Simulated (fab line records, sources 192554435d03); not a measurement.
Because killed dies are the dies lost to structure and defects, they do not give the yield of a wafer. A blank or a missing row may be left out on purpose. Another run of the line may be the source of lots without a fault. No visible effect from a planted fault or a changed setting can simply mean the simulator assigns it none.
fab line records	flow n5-finfet	part 2 of 2: steps 5 to 6 of 6
record: lots: 23	wafers: 69	last-day: 17
route steps=1938 shown BEOL_M4@1110 BEOL_M5@1127 BEOL_M6@1214
lots untouched by any fault: they come from a run of this same line in which no faults occurred
start-h: start of the lot's first displayed wafer, in hours after the record's first day	wait-h: time in hours since the lot's previous step	" same as the row above	L1.1+2: one row covering several wafers at once	- no value present, or no start provided	* or withheld: withheld	< > ~ a bound
route shown NAME@n: NAME is a module with steps in the file, n the number in the route of the first one	usual: mean and standard deviation over wafers with no fault	same: alike in all rows	chamber/n: place in a boat	sites: each site's reading	_std_site: standard deviation across them	_edge_site: outer sites' mean less inner sites'	radius-mm: how far each site lies from the wafer's centre	mask NAME#n: copy n	behind: the tool/chamber that last shaped the wafer	hold: why the lot was held/for how many hours/how that ended	device: names the non-switching transistor (n, p or np)	end of line: tests run on the same wafers once the route is complete	for a step that has no rows: nothing shown but its recipe	killed: the dies lost at the first sort to structure and to defects; this is not the yield of the wafer	map: dies across one wafer; x = killed, . = not, _ = none there
set.NAME: the run value of the setting; set.NAME@STEP: its run value at that earlier step	model.NAME: the simulator's own value behind a step, which no gauge read
a sample of lots followed through the steps of the route, with each step as a table and each wafer as a row
services: when a tool's chamber went out of use (start-h, in hours from the record's first day, below 0 if earlier), for how many hours, and the reason
== steps ==
step: N5_BEOL_M5_CD_MEAS_35
recipe: target-cd-nm: 28	target-cd-y-nm: 24	polarity: opening
usual: cd-nm: 28.0/0.42
lot.wafer	tool	chamber	start-h	wait-h	cd-nm
L074.1	cd-sem-01	-	169.75	0.0	27.6
L074.3	"	-	"	"	28.1
L074.6	"	-	"	"	28.3
L075.1	cd-sem-02	-	187.20	0.0	27.2
L075.4	"	-	"	"	28.6
L075.5	"	-	"	"	28.0
L077.2	cd-sem-03	-	194.74	0.0	28.1
L077.3	"	-	"	"	28.2
L077.6	"	-	"	"	28.6
L076.4	cd-sem-01	-	194.91	0.0	28.4
L076.5	"	-	"	"	28.4
L076.6	"	-	"	"	28.3
L078.1	cd-sem-03	-	195.09	0.0	27.4
L078.5	"	-	"	"	28.4
L078.6	"	-	"	"	28.0
L079.1	cd-sem-02	-	202.93	0.0	27.7
L079.4	"	-	"	"	28.4
L079.5	"	-	"	"	28.0
L081.2	cd-sem-01	-	205.81	0.0	28.6
L081.3	"	-	"	"	28.2
L081.6	"	-	"	"	28.3
L080.3	cd-sem-03	-	219.61	0.0	27.1
L080.4	"	-	"	"	28.4
L080.5	"	-	"	"	27.9
L082.3	cd-sem-02	-	219.80	0.0	28.0
L082.5	"	-	"	"	27.4
L082.6	"	-	"	"	27.9
L083.2	cd-sem-01	-	225.17	0.0	28.8
L083.3	"	-	"	"	27.9
L083.5	"	-	"	"	28.3
L085.1	cd-sem-01	-	241.96	0.0	28.5
L085.4	"	-	"	"	29.0
L085.5	"	-	"	"	28.2
L084.2	cd-sem-02	-	242.17	0.0	27.7
L084.3	"	-	"	"	27.7
L084.5	"	-	"	"	27.6
L088.4	cd-sem-02	-	247.07	0.0	28.5
L088.5	"	-	"	"	28.3
L088.6	"	-	"	"	27.3
L086.2	cd-sem-02	-	247.54	0.0	28.5
L086.3	"	-	"	"	28.3
L086.6	"	-	"	"	27.8
L087.1	cd-sem-03	-	264.36	0.0	28.0
L087.5	"	-	"	"	28.7
L087.6	"	-	"	"	27.8
L089.1	cd-sem-02	-	269.74	0.0	28.6
L089.3	"	-	"	"	28.5
L089.5	"	-	"	"	28.2
L090.4	cd-sem-03	-	275.23	0.0	28.2
L090.5	"	-	"	"	28.1
L090.6	"	-	"	"	27.3
L092.1	cd-sem-02	-	280.79	0.0	28.4
L092.2	"	-	"	"	28.0
L092.3	"	-	"	"	27.8
L091.2	cd-sem-03	-	280.83	0.0	27.6
L091.4	"	-	"	"	27.8
L091.6	"	-	"	"	27.0
L093.2	cd-sem-02	-	281.28	0.0	27.8
L093.4	"	-	"	"	27.9
L093.5	"	-	"	"	28.6
L094.1	cd-sem-03	-	297.49	0.0	27.5
L094.4	"	-	"	"	27.9
L094.5	"	-	"	"	28.8
L097.3	cd-sem-02	-	307.34	0.0	28.1
L097.4	"	-	"	"	28.2
L097.5	"	-	"	"	27.4
L096.2	cd-sem-03	-	307.72	0.0	27.8
L096.4	"	-	"	"	27.9
L096.5	"	-	"	"	28.0
step: N5_BEOL_M6_STRIP_67
recipe: chemistry: CF4	resist: SiARC	power-w: 300	bias-power-w: 75	pressure-mtorr: 50	cf4-flow-sccm: 150	rf-frequency-hz: 6e+07
usual: drypump-motor-current-A: 5.6/0.41	oes-product-au: 0.77/0.081	power-w: 300.1/0.9	rf-vpp-V: 270.5/1.4	showerhead-plenum-p-Torr: 1.76/0.044	throttle-valve-pct: 13.65/0.2
lot.wafer	tool	chamber	start-h	wait-h	drypump-motor-current-A	oes-product-au	power-w	rf-hours-counter-h	rf-vpp-V	showerhead-plenum-p-Torr	throttle-valve-pct
L074.1	rie-diel-06	3	179.41	0.0	5.5	0.86	299.2	63	270.5	1.76	13.46
L074.3	"	2	"	"	5.5	0.75	300.6	176	270.2	1.78	13.81
L074.6	"	3	"	"	5.5	0.86	299.9	-	270.5	1.76	13.45
L075.1	rie-diel-02	3	196.34	0.0	5.2	0.85	302.1	53	269.3	1.76	13.64
L075.4	"	1	"	"	5.7	0.71	300.2	204	269.5	1.72	13.56
L075.5	"	1	"	"	5.7	0.72	300.7	-	267.4	1.72	13.58
L076.4	rie-diel-02	2	203.72	0.0	4.8	0.75	300.9	187	272.8	1.83	13.52
L076.5	"	1	"	"	5.6	0.71	300.3	-	269.7	1.71	13.58
L076.6	"	2	"	"	4.8	0.75	300.9	-	271.7	1.83	13.53
L077.2	rie-diel-06	2	203.78	0.0	5.5	0.75	298.6	185	270.0	1.78	13.84
L077.3	"	1	"	"	6.2	0.89	299.1	49	270.6	1.76	13.71
L077.6	"	2	"	"	5.5	0.75	301.2	-	270.2	1.78	13.84
L078.1	rie-diel-04	3	206.68	0.0	5.5	0.77	299.4	133	268.5	1.73	13.63
L078.5	"	1	"	"	5.1	0.75	300.6	-	269.6	1.72	13.86
L078.6	"	2	"	"	6.0	0.70	299.6	-	271.4	1.76	13.68
L079.1	rie-diel-06	2	213.89	0.0	5.5	0.74	299.3	188	271.6	1.78	13.84
L079.4	"	0	"	"	5.7	0.94	300.4	8	270.2	1.74	13.12
L079.5	"	2	"	"	5.5	0.74	300.6	-	271.2	1.78	13.84
L081.2	rie-diel-02	3	214.75	0.0	5.2	0.84	300.0	59	270.8	1.76	13.67
L081.3	"	2	"	"	4.9	0.75	300.3	190	272.6	1.83	13.53
L081.6	"	1	"	"	5.7	0.71	300.0	-	270.6	1.71	13.58
L080.3	rie-diel-02	0	228.35	0.0	5.9	0.70	300.1	245	270.7	1.85	13.73
L080.4	"	3	"	"	5.2	0.83	298.3	65	270.6	1.76	13.68
L080.5	"	1	"	"	5.6	0.70	299.6	-	269.2	1.71	13.61
L082.3	rie-diel-04	3	230.18	0.0	5.5	0.76	301.3	140	270.5	1.73	13.65
L082.5	"	1	"	"	5.1	0.74	300.7	-	270.8	1.71	13.87
L082.6	"	0	"	"	6.1	0.71	299.4	-	272.7	1.82	13.62
L083.2	rie-diel-06	3	234.93	0.0	5.5	0.83	299.6	84	270.4	1.75	13.50
L083.3	"	2	"	"	5.5	0.74	300.0	197	272.4	1.78	13.88
L083.5	"	1	"	"	6.1	0.88	299.7	-	269.7	1.75	13.72
L085.1	rie-diel-04	0	254.19	0.0	6.1	0.70	300.9	239	270.7	1.81	13.65
L085.4	"	3	"	"	5.5	0.75	300.7	149	270.0	1.73	13.69
L085.5	"	1	"	"	5.1	0.74	299.7	-	268.6	1.71	13.89
L084.2	rie-diel-04	1	254.51	0.0	5.1	0.73	301.2	179	270.5	1.71	13.89
L084.3	"	0	"	"	6.1	0.70	300.1	239	273.0	1.82	13.66
L084.5	"	0	"	"	6.1	0.71	299.4	-	273.7	1.82	13.65
L088.4	rie-diel-04	3	257.92	0.0	5.5	0.75	298.5	150	269.1	1.73	13.68
L088.5	"	2	"	"	6.0	0.69	299.7	-	270.2	1.76	13.71
L088.6	"	3	"	"	5.5	0.75	297.6	-	269.0	1.73	13.67
L086.2	rie-diel-04	3	258.18	0.0	5.5	0.75	300.9	150	268.6	1.73	13.68
L086.3	"	1	"	"	5.2	0.73	299.0	181	269.2	1.71	13.90
L086.6	"	2	"	"	6.0	0.69	300.1	-	269.1	1.76	13.72
L087.1	rie-diel-02	3	276.75	0.0	5.2	0.81	301.1	86	270.1	1.75	13.73
L087.5	"	2	"	"	4.8	0.72	300.3	-	272.1	1.82	13.58
L087.6	"	1	"	"	5.6	0.68	300.1	-	269.5	1.71	13.66
L089.1	rie-diel-04	0	281.40	0.0	6.1	0.70	300.3	249	271.2	1.81	13.69
L089.3	"	2	"	"	6.0	0.69	301.3	244	271.2	1.75	13.73
L089.5	"	0	"	"	6.1	0.71	299.4	-	272.8	1.81	13.66
L090.4	rie-diel-02	3	287.55	0.0	5.2	0.81	300.7	89	270.5	1.75	13.74
L090.5	"	3	"	"	5.2	0.81	300.7	-	271.6	1.75	13.74
L090.6	"	0	"	"	5.9	0.98	299.2	-	273.5	1.85	13.25
L092.1	rie-diel-04	1	289.39	0.0	5.1	0.72	301.3	192	268.5	1.71	13.92
L092.2	"	3	"	"	5.5	0.75	300.8	157	269.7	1.73	13.69
L092.3	"	2	"	"	6.0	0.68	299.2	247	271.0	1.75	13.75
L091.2	rie-diel-06	0	289.71	0.0	5.7	0.88	298.0	33	267.8	1.73	13.18
L091.4	"	3	"	"	5.5	0.81	300.7	104	269.9	1.74	13.55
L091.6	"	0	"	"	5.7	0.89	298.4	-	270.5	1.73	13.17
L093.2	rie-diel-02	2	292.75	0.0	4.8	0.71	300.1	223	272.0	1.82	13.60
L093.4	"	3	"	"	5.2	0.80	299.0	91	271.2	1.75	13.74
L093.5	"	0	"	"	5.9	0.97	299.5	-	271.5	1.85	13.23
L094.1	rie-diel-06	3	308.31	0.0	5.5	0.80	300.2	111	269.2	1.74	13.55
L094.4	"	1	"	"	6.2	0.83	302.2	85	268.9	1.75	13.78
L094.5	"	0	"	"	5.7	0.86	300.5	-	270.6	1.73	13.18
L097.3	rie-diel-04	3	317.68	0.0	5.5	0.73	299.8	169	271.3	1.72	13.71
L097.4	"	1	"	"	5.1	0.71	300.3	205	267.4	1.71	13.96
L097.5	"	1	"	"	5.1	0.71	299.4	-	271.8	1.71	13.94
L096.2	rie-diel-06	0	317.82	0.0	5.7	0.86	299.7	45	269.6	1.73	13.21
L096.4	"	1	"	"	6.2	0.83	299.3	90	268.9	1.75	13.80
L096.5	"	2	"	"	5.5	0.71	300.3	-	269.4	1.77	13.94
== services ==
tool	chamber	start-h	hours	kind
rie-diel-06	2	148.52	29.0	repair
rie-diel-05	3	157.68	15.8	repair
rie-diel-02	3	166.84	4.9	repair
rie-diel-02	-	177.25	2.8	pm
rie-diel-02	0	197.42	3.8	repair
rie-diel-03	0	214.92	-	clean
rie-diel-03	0	214.92	-	consumable-replace:focus-ring
rie-diel-03	0	214.92	18.6	scheduled-down
rie-diel-03	0	214.92	18.6	vent-cycle
rie-diel-05	3	215.50	3.4	repair
rie-diel-05	1	223.62	5.1	repair
rie-diel-01	1	235.70	-	clean
rie-diel-01	1	235.70	-	consumable-replace:focus-ring
rie-diel-01	1	235.70	-	consumable-replace:showerhead
rie-diel-01	1	235.70	14.6	scheduled-down
rie-diel-01	1	235.70	14.6	vent-cycle
rie-diel-06	0	247.66	11.7	repair
rie-diel-01	3	248.54	4.6	repair
rie-diel-03	-	271.79	0.6	repair
rie-diel-04	3	275.02	10.0	repair
rie-diel-06	3	280.34	5.1	repair
rie-diel-04	0	285.05	-	clean
rie-diel-04	0	285.05	-	consumable-replace:focus-ring
rie-diel-05	2	312.96	1.2	repair
